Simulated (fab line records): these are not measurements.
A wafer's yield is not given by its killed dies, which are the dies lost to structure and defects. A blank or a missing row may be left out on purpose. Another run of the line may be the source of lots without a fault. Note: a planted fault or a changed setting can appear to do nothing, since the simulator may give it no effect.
Matching of chambers :: flow nand_harc :: NHARC_A_CONTACT_DEP_85 on pecvd-04 has 3 sister chambers
The step deposits SiON, target thk 60 nm. 6 wafers are shown with their chamber, then 9 later ones without.

== WAFERS PAIRED WITH THEIR CHAMBERS ==
wafer: L077.1
chamber: 2
heater_power_w (W): 652
chamber_pressure_Torr (Torr): 3.507

wafer: L082.1
chamber: 0
heater_power_w (W): 726
chamber_pressure_Torr (Torr): 3.505

wafer: L081.5
chamber: 0
heater_power_w (W): 792
chamber_pressure_Torr (Torr): 3.504

wafer: L087.2
chamber: 1
heater_power_w (W): 636
chamber_pressure_Torr (Torr): 3.500

wafer: L087.3
chamber: 2
heater_power_w (W): 614
chamber_pressure_Torr (Torr): 3.489

wafer: L087.5
chamber: 1
heater_power_w (W): 622
chamber_pressure_Torr (Torr): 3.491

== WAFERS WITHOUT THEIR CHAMBER ==
wafer: L090.2
heater_power_w (W): 883
chamber_pressure_Torr (Torr): 3.498

wafer: L090.3
heater_power_w (W): 642
chamber_pressure_Torr (Torr): 3.494

wafer: L090.4
heater_power_w (W): 682
chamber_pressure_Torr (Torr): 3.489

wafer: L094.1
heater_power_w (W): 722
chamber_pressure_Torr (Torr): 3.513

wafer: L094.2
heater_power_w (W): 580
chamber_pressure_Torr (Torr): 3.502

wafer: L094.4
heater_power_w (W): 870
chamber_pressure_Torr (Torr): 3.512

wafer: L096.2
heater_power_w (W): 709
chamber_pressure_Torr (Torr): 3.499

wafer: L096.5
heater_power_w (W): 731
chamber_pressure_Torr (Torr): 3.509

wafer: L096.6
heater_power_w (W): 815
chamber_pressure_Torr (Torr): 3.490

== WHICH CHAMBER EACH WENT THROUGH ==
wafer: L090.2
from the rows above: 0
in truth: 0

wafer: L090.3
from the rows above: can't be placed: 1 or 2
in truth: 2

wafer: L090.4
from the rows above: can't be placed: 1 or 2 or 0
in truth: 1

wafer: L094.1
from the rows above: can't be placed: 0 or 2
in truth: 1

wafer: L094.2
from the rows above: can't be placed: 1 or 2
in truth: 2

wafer: L094.4
from the rows above: 0
in truth: 0

wafer: L096.2
from the rows above: can't be placed: 0 or 2 or 1
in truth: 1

wafer: L096.5
from the rows above: 0
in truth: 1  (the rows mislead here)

wafer: L096.6
from the rows above: 0
in truth: 0
Correctly placed: 3 of 9. Cannot be placed on the basis of these rows: 5; the candidates contain the true chamber in 4. Number placed wrongly: 1.
How it was worked out, from the rows above alone: a wafer's distance from a chamber is the root of the sum, over the readings, of the square of ((its reading less the chamber's mean) divided by the reading's scatter). If the next closest chamber is less than 2 further off than the closest, the wafer can't be placed; otherwise it belongs to the closest. Each chamber's mean is taken over the wafers shown for it. How the scatter is found: for the shown wafers, subtract from each reading the mean of its chamber, square and add these, divide the total by (wafers less chambers), then take the root.
